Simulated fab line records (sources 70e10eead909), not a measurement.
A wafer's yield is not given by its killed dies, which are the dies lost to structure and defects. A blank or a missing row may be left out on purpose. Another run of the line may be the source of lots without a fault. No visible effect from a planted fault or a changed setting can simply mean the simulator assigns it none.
Which tool was responsible? | flow nand-harc | 27 wafers from 9 lots sampled at 6 of the route's 1302 steps

== WHAT THE GAUGES SHOWED, per wafer ==
NHARC_END_WLT_00. Usual: VT_DECK1_BOTTOM 0.871, standard deviation 0.0072; VT_DECK1_BOTTOM_INNER 0.871, standard deviation 0.0069; VT_DECK1_MEDIAN_NEAR_BOTTOM 0.873, standard deviation 0.0068; VT_DECK1_MEDIAN_NEAR_BOTTOM_INNER 0.872, standard deviation 0.0067; VT_DECK1_MIDDLE 0.884, standard deviation 0.0071; VT_DECK1_MIDDLE_INNER 0.884, standard deviation 0.0069; VT_DECK1_TOP 0.895, standard deviation 0.0067; VT_DECK1_TOP_INNER 0.895, standard deviation 0.0067; VT_DECK2_BOTTOM 0.871, standard deviation 0.007; VT_DECK2_BOTTOM_INNER 0.872, standard deviation 0.0065; VT_DECK2_MEDIAN_NEAR_BOTTOM 0.873, standard deviation 0.0066; VT_DECK2_MEDIAN_NEAR_BOTTOM_INNER 0.873, standard deviation 0.0066; VT_DECK2_MIDDLE 0.884, standard deviation 0.0068; VT_DECK2_MIDDLE_INNER 0.884, standard deviation 0.0069; VT_DECK2_TOP 0.896, standard deviation 0.0068; VT_DECK2_TOP_INNER 0.896, standard deviation 0.0068.
lot  | measured     | on        | VT_DECK1_BOTTOM                     | VT_DECK1_BOTTOM_INNER               | VT_DECK1_MEDIAN_NEAR_BOTTOM         | VT_DECK1_MEDIAN_NEAR_BOTTOM_INNER   | VT_DECK1_MIDDLE                     | VT_DECK1_MIDDLE_INNER               | VT_DECK1_TOP                        | VT_DECK1_TOP_INNER                  | VT_DECK2_BOTTOM                     | VT_DECK2_BOTTOM_INNER               | VT_DECK2_MEDIAN_NEAR_BOTTOM         | VT_DECK2_MEDIAN_NEAR_BOTTOM_INNER   | VT_DECK2_MIDDLE                     | VT_DECK2_MIDDLE_INNER               | VT_DECK2_TOP                        | VT_DECK2_TOP_INNER                  | flag
L299 | day 25 12:45 | prober-01 | 0.876 0.871 0.865                   | 0.875 0.866 0.872                   | 0.879 0.870 0.879                   | 0.867 0.865 0.879                   | 0.886 0.879 0.885                   | 0.886 0.876 0.890                   | 0.902 0.895 0.894                   | 0.894 0.890 0.899                   | 0.875 0.876 0.873                   | 0.868 0.878 0.868                   | 0.871 0.880 0.877                   | 0.869 0.877 0.878                   | 0.888 0.891 0.889                   | 0.881 0.894 0.888                   | 0.897 0.895 0.905                   | 0.890 0.900 0.898                   |
L300 | day 26 00:45 | prober-02 | 0.879 0.880 0.887                   | 0.888 0.879 0.887                   | 0.883 0.883 0.871                   | 0.882 0.885 0.883                   | 0.899 0.892 0.894                   | 0.888 0.895 0.895                   | 0.912 0.910 0.908                   | 0.901 0.903 0.905                   | 0.871 0.869 0.868                   | 0.869 0.867 0.872                   | 0.877 0.860 0.873                   | 0.878 0.865 0.876                   | 0.885 0.884 0.878                   | 0.888 0.888 0.875                   | 0.890 0.899 0.889                   | 0.904 0.899 0.891                   |
L302 | day 26 16:26 | prober-01 | 0.869 0.864 0.870                   | 0.863 0.870 0.865                   | 0.874 0.873 0.875                   | 0.871 0.863 0.868                   | 0.884 0.878 0.883                   | 0.880 0.879 0.879                   | 0.895 0.894 0.888                   | 0.894 0.892 0.897                   | 0.874 0.880 0.870                   | 0.875 0.879 0.873                   | 0.866 0.877 0.872                   | 0.875 0.889 0.879                   | 0.883 0.883 0.885                   | 0.887 0.890 0.898                   | 0.897 0.895 0.894                   | 0.909 0.895 0.897                   |
L304 | day 27 05:49 | prober-02 | 0.865 0.868 0.867                   | 0.873 0.866 0.871                   | 0.875 0.869 0.878                   | 0.873 0.870 0.874                   | 0.887 0.876 0.888                   | 0.886 0.888 0.883                   | 0.896 0.896 0.900                   | 0.891 0.886 0.903                   | 0.874 0.879 0.883                   | 0.873 0.876 0.882                   | 0.882 0.881 0.883                   | 0.884 0.884 0.882                   | 0.895 0.888 0.893                   | 0.896 0.891 0.895                   | 0.903 0.905 0.894                   | 0.898 0.901 0.899                   |
L314 | day 31 14:01 | prober-02 | 6.049 5.963 5.975 6.014 6.041 6.009 | 6.004 6.020 6.023 6.037 5.995 6.043 | 6.059 6.019 6.000 6.032 5.962 6.024 | 5.996 5.964 5.979 6.022 5.976 5.974 | 6.030 6.078 5.980 5.995 5.935 5.973 | 5.996 6.018 6.023 5.964 5.958 6.012 | 6.011 5.999 6.021 6.026 5.949 5.979 | 5.963 5.944 5.991 6.021 5.955 5.955 | 6.024 5.979 5.995 5.983 6.005 6.018 | 5.988 6.008 5.969 6.020 6.001 5.948 | 5.957 6.024 6.017 6.003 6.014 6.016 | 5.943 6.079 6.001 6.014 6.030 6.065 | 6.028 6.026 6.017 5.967 5.961 6.025 | 5.998 6.006 5.998 6.009 6.019 6.010 | 5.984 5.984 5.987 5.980 5.931 6.002 | 5.976 6.021 6.004 6.013 5.982 5.984 | OFF
L315 | day 32 00:54 | prober-01 | 5.999 6.033 5.962 5.992 6.023 5.985 | 6.018 6.010 5.993 5.987 6.001 5.972 | 6.013 5.978 6.018 6.031 5.971 6.052 | 6.026 6.024 6.006 6.023 5.964 5.995 | 5.984 6.003 5.972 5.991 6.061 6.020 | 5.999 5.979 5.913 5.999 6.030 6.007 | 5.973 6.001 6.008 6.051 6.008 5.959 | 5.993 5.980 6.003 6.021 5.954 6.042 | 5.973 5.973 6.023 5.962 5.996 5.984 | 6.023 6.033 6.040 5.947 6.050 5.999 | 5.999 6.016 6.026 5.970 5.949 6.018 | 6.009 6.001 6.004 5.969 6.035 5.969 | 6.040 6.042 5.966 6.039 6.013 6.061 | 5.967 6.034 6.004 6.031 6.003 6.006 | 6.019 6.029 5.912 5.958 5.943 5.979 | 5.994 5.966 5.963 5.995 5.982 5.996 | OFF
L316 | day 32 08:06 | prober-01 | 5.945 5.980 6.006 6.000 6.025 5.968 | 5.986 6.037 6.033 5.996 6.042 5.945 | 5.982 6.014 6.032 5.999 5.971 6.029 | 5.982 5.921 5.968 6.026 5.973 5.989 | 5.989 6.059 6.015 6.025 6.025 6.009 | 6.023 6.013 5.954 5.995 5.958 5.996 | 6.001 6.044 5.992 5.994 6.008 5.980 | 5.991 6.012 6.032 5.954 5.903 6.008 | 6.006 6.010 5.997 6.027 6.035 6.043 | 6.014 6.026 6.024 6.000 5.964 6.000 | 5.955 6.017 5.988 6.022 5.998 6.031 | 6.037 6.014 5.987 5.997 5.994 5.985 | 6.025 6.002 5.984 6.003 5.988 6.028 | 6.079 5.954 5.995 6.000 6.038 5.995 | 5.934 6.014 6.001 6.050 5.969 5.980 | 5.999 5.983 5.960 6.042 5.989 5.972 | OFF
L320 | day 33 18:48 | prober-02 | 0.879 0.874 0.879                   | 0.874 0.881 0.879                   | 0.877 0.886 0.880                   | 0.886 0.888 0.871                   | 0.897 0.892 0.888                   | 0.899 0.889 0.884                   | 0.902 0.892 0.903                   | 0.900 0.896 0.893                   | 0.881 0.879 0.875                   | 0.882 0.879 0.888                   | 0.886 0.885 0.882                   | 0.881 0.878 0.877                   | 0.895 0.885 0.896                   | 0.886 0.888 0.894                   | 0.902 0.903 0.907                   | 0.905 0.908 0.899                   |
L321 | day 34 07:02 | prober-02 | 0.873 0.868 0.880                   | 0.863 0.865 0.873                   | 0.875 0.864 0.875                   | 0.870 0.863 0.887                   | 0.885 0.882 0.878                   | 0.883 0.875 0.883                   | 0.890 0.889 0.886                   | 0.889 0.897 0.885                   | 0.871 0.876 0.877                   | 0.873 0.868 0.885                   | 0.875 0.874 0.874                   | 0.873 0.878 0.875                   | 0.885 0.877 0.883                   | 0.889 0.884 0.880                   | 0.889 0.899 0.901                   | 0.898 0.890 0.896                   |

NHARC_END_SORT_01. Usual: defect-limited-yield 91.9 %, standard deviation 2.7; killed-at-array 50, standard deviation 18; killed-at-other 0.8, standard deviation 1.1; killed-at-periphery 4.1, standard deviation 2.9; killed-dies 55, standard deviation 18; killed-open 3.5, standard deviation 1.9; killed-short 2.4, standard deviation 1.5; sort_bin_2_pct 2.8 %, standard deviation 1.2; sort_bin_3_pct 0.6 %, standard deviation 0.37; sort_bin_4_pct 4.7 %, standard deviation 1.5; sort-n-pass 622, standard deviation 18; sort-rim-yield-pct 90 %, standard deviation 4.4; sort-yield-pct 91.9 %, standard deviation 2.7.
lot  | measured     | on        | defect-limited-yield (%) | killed-at-array | killed-at-other | killed-at-periphery | killed-dies | killed-open | killed-short | sort_bin_2_pct (%) | sort_bin_3_pct (%) | sort_bin_4_pct (%) | sort-n-pass | sort-rim-yield-pct (%) | sort-yield-pct (%) | flag
L299 | day 25 15:47 | prober-01 | 93.1 93.5 93.9           | 39 37 36        | 0 1 1           | 8 6 4               | 47 44 41    | 6 6 1       | 3 1 5        | 1.9 1.3 2.7        | 0.4 0.3 0.4        | 4.6 4.9 3.0        | 630 633 636 | 93 92 92               | 93.1 93.5 93.9     |
L300 | day 26 03:46 | prober-02 | 88.6 89.4 89.7           | 75 69 69        | 0 0 0           | 2 3 1               | 77 72 70    | 5 2 3       | 3 2 3        | 5.0 3.5 3.8        | 0.9 0.9 1.0        | 5.5 6.2 5.5        | 600 605 607 | 86 87 86               | 88.6 89.4 89.7     |
L302 | day 26 19:43 | prober-01 | 95.0 95.3 95.7           | 28 22 21        | 1 0 0           | 5 10 8              | 34 32 29    | 4 5 5       | 4 1 2        | 1.2 1.2 1.6        | 0.4 0.1 0.1        | 3.4 3.4 2.5        | 643 645 648 | 95 97 95               | 95.0 95.3 95.7     |
L304 | day 27 09:45 | prober-02 | 85.4 88.0 87.6           | 84 80 76        | 1 0 0           | 14 1 8              | 99 81 84    | 6 2 5       | 1 1 5        | 6.6 4.7 3.7        | 1.2 0.9 0.7        | 6.8 6.4 8.0        | 578 596 593 | 78 84 86               | 85.4 88.0 87.6     |
L320 | day 33 21:45 | prober-02 | 95.7 94.7 95.0           | 27 34 31        | 0 0 0           | 2 2 3               | 29 36 34    | 2 4 4       | 2 2 4        | 1.0 1.0 1.8        | 0.3 0.4 0.1        | 3.0 3.8 3.1        | 648 641 643 | 93 90 90               | 95.7 94.7 95.0     |
L321 | day 34 10:21 | prober-02 | 94.4 94.1 94.1           | 35 36 35        | 1 2 1           | 2 2 4               | 38 40 40    | 7 3 2       | 1 2 4        | 1.3 1.8 2.2        | 0.1 0.3 0.1        | 4.1 3.8 3.5        | 639 637 637 | 92 95 90               | 94.4 94.1 94.1     |

== WHAT TOOL EACH LOT RAN ON (gives the tool, then ch and the chambers of the sampled wafers, and finally the start) ==
lot  | NHARC_A_CHANNEL_HOLE_D1_ETCH_19  | NHARC_A_CHANNEL_HOLE_D1_ETCH_26  | NHARC_A_CHANNEL_HOLE_D1_ETCH_44    | NHARC_A_CHANNEL_FILL_D1_ALD_03
L299 | har-etch-01 ch 0,1, day 9 05:11  | har-etch-01 ch 0,1, day 9 08:56  | rie-diel-12 ch 0,1,2, day 9 09:53  | ald-sin-batch-01 ch 0, day 9 13:49
L300 | har-etch-01 ch 0,1, day 9 21:57  | har-etch-01 ch 0,1, day 10 01:46 | rie-diel-12 ch 0,2,3, day 10 02:43 | ald-sin-batch-02 ch 0, day 10 07:19
L302 | har-etch-01 ch 0,1, day 10 08:28 | har-etch-01 ch 0,1, day 10 12:14 | rie-diel-03 ch 1,3, day 10 13:12   | ald-sin-batch-02 ch 0, day 10 21:00
L304 | har-etch-02 ch 0,1, day 10 23:07 | har-etch-02 ch 0,1, day 11 02:56 | rie-diel-06 ch 0,2,3, day 11 03:47 | ald-sin-batch-01 ch 0, day 11 08:50
L314 | har-etch-01 ch 0,1, day 15 14:32 | har-etch-01 ch 0,1, day 15 18:18 | rie-diel-06 ch 0,1,2, day 15 19:15 | ald-sin-batch-01, day 16 00:18
L315 | har-etch-01 ch 0,1, day 15 22:29 | har-etch-01 ch 0,1, day 16 02:18 | rie-diel-12 ch 1,2, day 16 03:11   | ald-sin-batch-02, day 16 07:49
L316 | har-etch-01 ch 0,1, day 16 02:37 | har-etch-01 ch 0,1, day 16 06:22 | rie-diel-03 ch 0,2, day 16 07:22   | ald-sin-batch-02, day 16 13:53
L320 | har-etch-02 ch 0, day 18 02:41   | har-etch-02 ch 0, day 18 06:28   | rie-diel-12 ch 0,2, day 18 07:25   | ald-sin-batch-01 ch 0, day 18 12:02
L321 | har-etch-01 ch 0,1, day 18 14:41 | har-etch-01 ch 0,1, day 18 18:28 | rie-diel-12 ch 1,2,3, day 18 19:25 | ald-sin-batch-01 ch 0, day 18 22:02
- NHARC_A_CHANNEL_HOLE_D1_ETCH_19: etches the open film in C4F8/O2/Ar, time 34.5 s.
- NHARC_A_CHANNEL_HOLE_D1_ETCH_26: etches the open film in C4F8/O2/Ar, time 224.1 s, target depth 300 nm.
- NHARC_A_CHANNEL_HOLE_D1_ETCH_44: etches the open film in CF4/O2, target depth 140 nm, overetch 14 nm, time 77 s.
- NHARC_A_CHANNEL_FILL_D1_ALD_03: deposits SiNx, target thk 6 nm, pulse time 60 s, ald cycles 58.

== WHAT THE TOOLS THEMSELVES READ (means of the sampled wafers that have a number; where no wafer has one, the mark that the record gives instead) ==
NHARC_A_CHANNEL_HOLE_D1_ETCH_19. Usual: drypump-motor-current-A 5.67 A, standard deviation 0.27; o2-flow-sccm 96.2 sccm, standard deviation 0.31; showerhead-plenum-p-Torr 3.71 Torr, standard deviation 0.052; throttle-valve-pct 37.039 %, standard deviation 0.0086.
lot  | tool        | drypump-motor-current-A (A) | o2-flow-sccm (sccm) | showerhead-plenum-p-Torr (Torr) | throttle-valve-pct (%) | flag
L299 | har-etch-01 | 5.53                        | 96.3                | 3.74                            | 37.040                 |
L300 | har-etch-01 | 5.51                        | 96.0                | 3.74                            | 37.041                 |
L302 | har-etch-01 | 5.53                        | 96.2                | 3.73                            | 37.033                 |
L304 | har-etch-02 | 5.71                        | 96.1                | 3.77                            | 37.049                 |
L314 | har-etch-01 | 5.49                        | 96.0                | 3.69                            | 37.034                 |
L315 | har-etch-01 | 5.68                        | 96.3                | 3.66                            | 37.040                 |
L316 | har-etch-01 | 5.69                        | 96.2                | 3.66                            | 37.045                 |
L320 | har-etch-02 | 5.99                        | 96.2                | 3.67                            | 37.036                 |
L321 | har-etch-01 | 5.52                        | 96.4                | 3.66                            | 37.032                 |

NHARC_A_CHANNEL_HOLE_D1_ETCH_26. Usual: drypump-motor-current-A 5.67 A, standard deviation 0.27; o2-flow-sccm 113.6 sccm, standard deviation 0.35; showerhead-plenum-p-Torr 3.71 Torr, standard deviation 0.052; throttle-valve-pct 24.583 %, standard deviation 0.008.
lot  | tool        | drypump-motor-current-A (A) | o2-flow-sccm (sccm) | showerhead-plenum-p-Torr (Torr) | throttle-valve-pct (%) | flag
L299 | har-etch-01 | 5.52                        | 113.6               | 3.74                            | 24.582                 |
L300 | har-etch-01 | 5.54                        | 113.9               | 3.74                            | 24.574                 |
L302 | har-etch-01 | 5.51                        | 113.8               | 3.73                            | 24.581                 |
L304 | har-etch-02 | 5.71                        | 113.3               | 3.78                            | 24.580                 |
L314 | har-etch-01 | 5.52                        | 113.9               | 3.69                            | 24.577                 |
L315 | har-etch-01 | 5.69                        | 113.6               | 3.66                            | 24.579                 |
L316 | har-etch-01 | 5.66                        | 113.3               | 3.66                            | 24.588                 |
L320 | har-etch-02 | 6.00                        | 113.8               | 3.67                            | 24.582                 |
L321 | har-etch-01 | 5.52                        | 113.7               | 3.66                            | 24.585                 |

NHARC_A_CHANNEL_HOLE_D1_ETCH_44. Usual: cf4-flow-sccm 79.98 sccm (standard deviation 0.22); drypump-motor-current-A 5.7 A (standard deviation 0.37); o2-flow-sccm 19.99 sccm (standard deviation 0.061); oes-product-au 0.997 a.u. (standard deviation 0.0073); rf-vpp-V 198.2 V (standard deviation 1.3); showerhead-plenum-p-Torr 1.35 Torr (standard deviation 0.046); throttle-valve-pct 13.397 % (standard deviation 0.0088).
lot  | tool        | cf4-flow-sccm (sccm) | drypump-motor-current-A (A) | o2-flow-sccm (sccm) | oes-product-au (a.u.) | rf-vpp-V (V) | showerhead-plenum-p-Torr (Torr) | throttle-valve-pct (%) | flag
L299 | rie-diel-12 | 79.88                | 5.4                         | 19.99               | 0.998                 | 199.0        | 1.37                            | 13.398                 |
L300 | rie-diel-12 | 80.15                | 5.7                         | 20.07               | 0.989                 | 198.2        | 1.39                            | 13.396                 |
L302 | rie-diel-03 | 80.02                | 5.5                         | 19.98               | 0.997                 | 198.4        | 1.34                            | 13.397                 |
L304 | rie-diel-06 | 80.09                | 5.7                         | 20.03               | 0.999                 | 198.2        | 1.31                            | 13.400                 |
L314 | rie-diel-06 | 79.67                | 6.0                         | 19.97               | 0.997                 | 197.7        | 1.32                            | 13.399                 |
L315 | rie-diel-12 | 79.91                | 5.2                         | 20.03               | 1.003                 | 197.7        | 1.34                            | 13.406                 |
L316 | rie-diel-03 | 79.73                | 6.0                         | 20.01               | 1.002                 | 196.5        | 1.28                            | 13.392                 |
L320 | rie-diel-12 | 79.98                | 5.7                         | 19.92               | 1.002                 | 198.9        | 1.38                            | 13.401                 |
L321 | rie-diel-12 | 79.99                | 5.4                         | 19.97               | 0.999                 | 198.9        | 1.36                            | 13.403                 |

NHARC_A_CHANNEL_FILL_D1_ALD_03. Usual: chamber-pressure-Torr 2.001 Torr, standard deviation 0.0042; precursor-pulse-height-rel 0.998, standard deviation 0.02.
lot  | tool             | chamber-pressure-Torr (Torr) | precursor-pulse-height-rel | flag
L299 | ald-sin-batch-01 | 2.007                        | 1.006                      |
L300 | ald-sin-batch-02 | 2.002                        | 0.992                      |
L302 | ald-sin-batch-02 | 2.002                        | 1.003                      |
L304 | ald-sin-batch-01 | 2.003                        | 0.988                      |
L314 | ald-sin-batch-01 | -                            | -                          | OFF
L315 | ald-sin-batch-02 | -                            | -                          | OFF
L316 | ald-sin-batch-02 | -                            | -                          | OFF
L320 | ald-sin-batch-01 | 1.999                        | 1.003                      |
L321 | ald-sin-batch-01 | 2.002                        | 0.992                      |

== THE ANSWER, worked out from the rows above alone ==
Rule: take the mean of a lot's wafers that have a number; if it is more than 3 standard deviations from the usual mean, the lot is off. A lot without any number at a reading at which 4 lots or more have one is off too. The other lots that the step has rows for count as sound. The gauges are gone through in route order, then the tools' own readings, and for those a lot's mean is taken as printed above. At the first step where some lot is off, the reading lying furthest off is the one used; lots without a number count as furthest.
Off: L314, L315, L316, seen at NHARC_END_WLT_00 (VT_DECK2_BOTTOM_INNER).
A tool fits if, at a process step before that reading, it ran every lot that is off, and no sound lot after the first of them. Not tried: the gauges at NHARC_END_WLT_00; whatever is off there is also off at NHARC_A_CHANNEL_FILL_D1_ALD_03, on other tools, and gauge error can't account for it. None of those tried fits.

== WHAT WAS PUT IN BY THE SIMULATOR ==
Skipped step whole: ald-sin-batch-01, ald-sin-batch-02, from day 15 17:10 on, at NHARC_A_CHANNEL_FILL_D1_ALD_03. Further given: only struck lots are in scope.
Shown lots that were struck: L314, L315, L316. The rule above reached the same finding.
